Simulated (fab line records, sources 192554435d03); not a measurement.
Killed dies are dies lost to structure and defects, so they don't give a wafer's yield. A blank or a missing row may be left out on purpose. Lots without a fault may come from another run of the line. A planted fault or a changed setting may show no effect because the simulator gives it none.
Split-lot experiment | flow n5_finfet | 7 lots, 39 wafers read, on a route of 1938 steps

THE SPLIT
At N5_BEOL_M13_TRENCH_ETCH_34 (etches SiOC in C4F8/O2/Ar, target depth 413.47 nm, time 162.6 s), the setting time_s was moved away from the recipe's 162.6 s on 15 of the 39 wafers read, by -46.3% to +22.8%. The other wafers ran this setting at the recipe's value.

FROM THE SPLIT TO THE READING: what the file shows between them, 10 steps
- N5_BEOL_M13_STRIP_70: strips in C4F8/O2/Ar
- N5_BEOL_M13_OCD_MEAS_35
- N5_BEOL_M13_STRIP_37: strips in N2/H2
- N5_BEOL_M13_ETCH_38: etches SiCN in CF4/N2, target depth 67.5 nm, time 71.9 s
- N5_BEOL_M13_ECD_47: material Cu, target thk 936 nm
- N5_BEOL_M13_ANNEAL_48: time 90 s
- N5_BEOL_M13_CMP_49: polishes, stops on SiOC, t overpolish 17.1 s, target thk 420 nm
- N5_BEOL_M13_THK_MEAS_50: measures by xrf
- N5_BEOL_M13_PRE_CLEAN_52: time 15 s
- N5_BEOL_M13_DEP_53: deposits SiCN from 3MS/NH3, target thk 50 nm, time 17.8 s

THE READING
M13_RS, in ohm/sq, at N5_BEOL_M13_RS_MEAS_54 (measures by four-point-probe). Fault-free wafers of this fab line usually give 0.0450 ohm/sq, standard deviation 0.00083 ohm/sq.

wafer  | tool, chamber at the split | time_s as run, s | against the recipe | M13_RS, ohm/sq | against lot-mates on the recipe
L079.1 | rie_diel-05, 2             | 162.6            | recipe             | 0.0451         | -
L079.2 | rie_diel-05, 3             | 162.6            | recipe             | 0.0449         | -
L079.3 | rie_diel-05, 1             | 162.6            | recipe             | 0.0445         | -
L079.4 | rie_diel-05, 2             | 105.7            | -35.0%             | 0.0693         | +0.0245
L079.5 | rie_diel-05, 1             | 105.7            | -35.0%             | 0.0695         | +0.0247
L079.6 | rie_diel-05, 3             | 105.7            | -35.0%             | 0.0690         | +0.0242
L083.1 | rie_diel-03, 1             | 162.6            | recipe             | 0.0433         | -
L083.2 | rie_diel-03, 3             | 162.6            | recipe             | 0.0452         | -
L083.3 | rie_diel-03, 2             | 199.6            | +22.8%             | 0.0358         | -0.0088
L083.4 | rie_diel-03, 0             | 199.6            | +22.8%             | 0.0374         | -0.0072
L083.5 | rie_diel-03, 1             | 199.6            | +22.8%             | 0.0353         | -0.0093
L083.6 | rie_diel-03, 0             | 162.6            | recipe             | 0.0453         | -
L085.1 | rie_diel-03, 2             | 162.6            | recipe             | 0.0452         | -
L085.2 | rie_diel-03, 3             | 162.6            | recipe             | 0.0451         | -
L085.3 | rie_diel-03, 0             | 108.9            | -33.0%             | 0.0693         | +0.0238
L085.4 | rie_diel-03, 1             | 108.9            | -33.0%             | 0.0651         | +0.0196
L085.5 | rie_diel-03, 1             | 108.9            | -33.0%             | 0.0659         | +0.0204
L085.6 | rie_diel-03, 0             | 162.6            | recipe             | 0.0461         | -
L089.1 | rie_diel-05, 0             | 162.6            | recipe             | 0.0436         | -
L089.2 | rie_diel-05, 1             | 87.36            | -46.3%             | 0.0872         | +0.0434
L089.3 | rie_diel-05, 3             | 162.6            | recipe             | 0.0445         | -
L089.4 | rie_diel-05, 2             | 87.36            | -46.3%             | 0.0856         | +0.0418
L089.5 | rie_diel-05, 1             | 87.36            | -46.3%             | 0.0853         | +0.0415
L089.6 | rie_diel-05, 0             | 162.6            | recipe             | 0.0433         | -
L095.1 | rie_diel-02, 0             | 162.6            | recipe             | 0.0450         | -
L095.2 | rie_diel-02, 3             | 162.6            | recipe             | 0.0449         | -
L095.3 | rie_diel-02, 2             | 162.6            | recipe             | 0.0462         | -
L095.4 | rie_diel-02, 1             | 162.6            | recipe             | 0.0461         | -
L095.5 | rie_diel-02, 3             | 162.6            | recipe             | 0.0446         | -
L095.6 | rie_diel-02, 2             | 162.6            | recipe             | 0.0463         | -
L094.1 | rie_diel-05, 1             | 105.2            | -35.3%             | 0.0703         | +0.0254
L094.2 | rie_diel-05, 0             | 105.2            | -35.3%             | 0.0687         | +0.0238
L094.3 | rie_diel-05, 3             | 162.6            | recipe             | 0.0449         | -
L094.4 | rie_diel-05, 0             | 105.2            | -35.3%             | 0.0681         | +0.0232
L094.5 | rie_diel-05, 1             | 162.6            | recipe             | 0.0452         | -
L094.6 | rie_diel-05, 3             | 162.6            | recipe             | 0.0447         | -
L096.1 | rie_diel-03, 1             | 162.6            | recipe             | 0.0433         | -
L096.5 | rie_diel-03, 0             | 162.6            | recipe             | 0.0449         | -
L096.6 | rie_diel-03, 3             | 162.6            | recipe             | 0.0446         | -

THE FIT
A straight line over all 39 wafers: M13_RS changes by -0.000708 ohm/sq for each +1% of time_s; r = -0.98; the points scatter about the line by 0.0032 ohm/sq.
The same after taking each lot's own level away (the mean of its wafers on the recipe; 39 wafers): -0.000711 ohm/sq for each +1%; r = -0.97; scatter 0.0035 ohm/sq.
On that fit, the largest move of time_s shifts the reading by 0.033 ohm/sq.
The lots' own levels span 0.04380 to 0.04552 ohm/sq, that is 2.1 times the standard deviation above.
So the lot-to-lot level changes the slope little: the two slopes agree.
Check: with one of the wafers moved furthest among these (-46.3%) left out of the fit, the line predicts +0.0327 ohm/sq for it against its lot-mates. It came out at +0.0434 ohm/sq against them.

THE WHOLE CHAIN: every reading that the file lists as answering this split, in the file's order
step                       | what it does                                                    | reading                                                                       | change (the file's fit)               | r (the file's)
N5_BEOL_M13_TRENCH_ETCH_34 | etches SiOC in C4F8/O2/Ar, target depth 413.47 nm, time 162.6 s | etch.depth_nm (the simulator's own value, which no gauge read)                | +4.19 nm for each +1% of the setting  | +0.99
N5_BEOL_M13_OCD_MEAS_35    |                                                                 | trench_depth_nm                                                               | +4.19 nm for each +1% of the setting  | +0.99
N5_BEOL_M13_CMP_49         | polishes, stops on SiOC, t overpolish 17.1 s, target thk 420 nm | Cu_of_BEOL_M13_ECD_47.thk_nm (the simulator's own value, which no gauge read) | +4.17 nm for each +1% of the setting  | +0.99
N5_BEOL_M13_THK_MEAS_50    | measures by xrf                                                 | M13_THK                                                                       | +4.3 for each +1% of the setting      | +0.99
N5_BEOL_M13_RS_MEAS_54     | measures by four-point-probe                                    | M13_RS                                                                        | -0.000733 for each +1% of the setting | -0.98

THE FILE'S OWN FIT
M13_RS changes by -0.000733 ohm/sq for each +1% of time_s, r = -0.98.
